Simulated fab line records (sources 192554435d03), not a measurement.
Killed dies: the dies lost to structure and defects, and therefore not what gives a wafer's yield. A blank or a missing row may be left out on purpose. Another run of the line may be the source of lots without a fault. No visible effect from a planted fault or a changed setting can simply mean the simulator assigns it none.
Split-lot trial | flow n5-finfet | 7 lots, 39 wafers read, on a route of 1938 steps

ON THE SPLIT
At N5_SD_EPI_P_SD_RECESS_17 (chemistry HBr/Cl2/O2, target depth 39.1 nm, bt time 3 s), the setting target-depth-a was moved away from the recipe's 391 angstrom on 12 of the 39 wafers read, by -5.0% to +8.8%. All remaining wafers had this setting at the recipe value.

Reading taken at the split's own step.

THE READING
etch.depth-nm (the simulator's own value, which no gauge read), in nm, at N5_SD_EPI_P_SD_RECESS_17 (chemistry HBr/Cl2/O2, target depth 39.1 nm, bt time 3 s). There is no usual value for it anywhere in the file. The 27 wafers here that ran the recipe average 39.07 nm, standard deviation 0.37 nm.

wafer  | tool, chamber at the split | target-depth-a as run, angstrom | against the recipe | etch.depth-nm, nm | against lot-mates on the recipe
L074.1 | rie-si-02, 3               | 391                             | recipe             | 39.34             | -
L074.2 | rie-si-02, 0               | 391                             | recipe             | 39.25             | -
L074.3 | rie-si-02, 2               | 391                             | recipe             | 38.82             | -
L074.4 | rie-si-02, 2               | 391                             | recipe             | 39.1              | -
L074.5 | rie-si-02, 3               | 391                             | recipe             | 39.21             | -
L074.6 | rie-si-02, 0               | 391                             | recipe             | 39.27             | -
L075.1 | rie-si-02, 3               | 391                             | recipe             | 39.78             | -
L075.2 | rie-si-02, 0               | 391                             | recipe             | 39.11             | -
L075.6 | rie-si-02, 0               | 391                             | recipe             | 39.4              | -
L081.1 | rie-si-01, 0,2             | 391                             | recipe             | 38.49             | -
L081.3 | rie-si-01, 0,2             | 391                             | recipe             | 38.49             | -
L081.2 | rie-si-01, 1               | 391                             | recipe             | 38.53             | -
L081.4 | rie-si-01, 3               | 391                             | recipe             | 39.74             | -
L081.5 | rie-si-01, 1               | 391                             | recipe             | 38.59             | -
L081.6 | rie-si-01, 0               | 391                             | recipe             | 38.36             | -
L088.1 | rie-si-01, 1               | 374.9                           | -4.1%              | 37.36             | -1.51
L088.2 | rie-si-01, 2,0             | 391                             | recipe             | 38.95             | -
L088.4 | rie-si-01, 2,0             | 391                             | recipe             | 38.95             | -
L088.3 | rie-si-01, 3               | 374.9                           | -4.1%              | 38.17             | -0.70
L088.5 | rie-si-01, 1               | 391                             | recipe             | 38.72             | -
L088.6 | rie-si-01, 0               | 374.9                           | -4.1%              | 37.67             | -1.20
L086.1 | rie-si-04, 2               | 391                             | recipe             | 39.16             | -
L086.2 | rie-si-04, 3               | 401.7                           | +2.7%              | 40.42             | +1.17
L086.3 | rie-si-04, 1               | 391                             | recipe             | 39.49             | -
L086.4 | rie-si-04, 0               | 401.7                           | +2.7%              | 40.17             | +0.92
L086.5 | rie-si-04, 0               | 391                             | recipe             | 39.11             | -
L086.6 | rie-si-04, 3               | 401.7                           | +2.7%              | 40.3              | +1.05
L092.1 | rie-si-04, 3               | 425.5                           | +8.8%              | 42.75             | +3.45
L092.2 | rie-si-04, 1               | 425.5                           | +8.8%              | 43.01             | +3.71
L092.3 | rie-si-04, 0               | 425.5                           | +8.8%              | 42.44             | +3.14
L092.4 | rie-si-04, 2               | 391                             | recipe             | 39.21             | -
L092.5 | rie-si-04, 3               | 391                             | recipe             | 39.46             | -
L092.6 | rie-si-04, 2               | 391                             | recipe             | 39.23             | -
L096.1 | rie-si-02, 0               | 391                             | recipe             | 38.91             | -
L096.2 | rie-si-02, 2               | 391                             | recipe             | 39.42             | -
L096.3 | rie-si-02, 3               | 371.6                           | -5.0%              | 37.06             | -1.96
L096.4 | rie-si-02, 0               | 371.6                           | -5.0%              | 37.33             | -1.69
L096.5 | rie-si-02, 3               | 371.6                           | -5.0%              | 36.86             | -2.16
L096.6 | rie-si-02, 2               | 391                             | recipe             | 38.72             | -
If several chambers appear in one row, that row covers several wafers at once and the file leaves open which wafer was in which chamber.

FIT RESULTS
A straight line over all 39 wafers: etch.depth-nm changes by +0.401 nm for each +1% of target-depth-a; r = +0.96; the points scatter about the line by 0.36 nm.
The same after taking each lot's own level away (the mean of its wafers on the recipe; 39 wafers): +0.373 nm for each +1%; r = +0.97; scatter 0.3 nm.
On that fit, the largest move of target-depth-a shifts the reading by 3.3 nm.
The span of the lots' own levels, 38.700 to 39.430 nm, comes to 1.9 times the standard deviation stated above.
The two slopes are in agreement: the lot-to-lot level therefore moves the slope only a little.
Check: with one of the wafers moved furthest among these (+8.8%) left out of the fit, the line predicts +3.29 nm for it against its lot-mates. Against them it came out at +3.45 nm.

OTHER SPLITS ON THESE WAFERS
Note: prior to the reading, these wafers also went through further splits. Each is held against what the fit with the lots' levels taken away leaves over:
other split on the same wafers | wafers away from the commonest value | r with etch.depth-nm (lot level and that fit taken away)
N5_DUMMY_GATE_ETCH_37 source-w | 6                                    | -0.13

THE WHOLE CHAIN: every reading that the file lists as answering this split, in the file's order
step                     | what it does                                            | reading                                                                    | change (the file's fit)               | r (the file's)
N5_SD_EPI_P_SD_RECESS_17 | chemistry HBr/Cl2/O2, target depth 39.1 nm, bt time 3 s | SD_EPI_P.feature-depth-nm (the simulator's own value, which no gauge read) | +0.38 nm for each +1% of the setting  | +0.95
N5_SD_EPI_P_SD_RECESS_17 | chemistry HBr/Cl2/O2, target depth 39.1 nm, bt time 3 s | etch.depth-nm (the simulator's own value, which no gauge read)             | +0.374 nm for each +1% of the setting | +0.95

THE FILE'S OWN FIT
etch.depth-nm changes by +0.374 nm for each +1% of target-depth-a, r = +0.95.
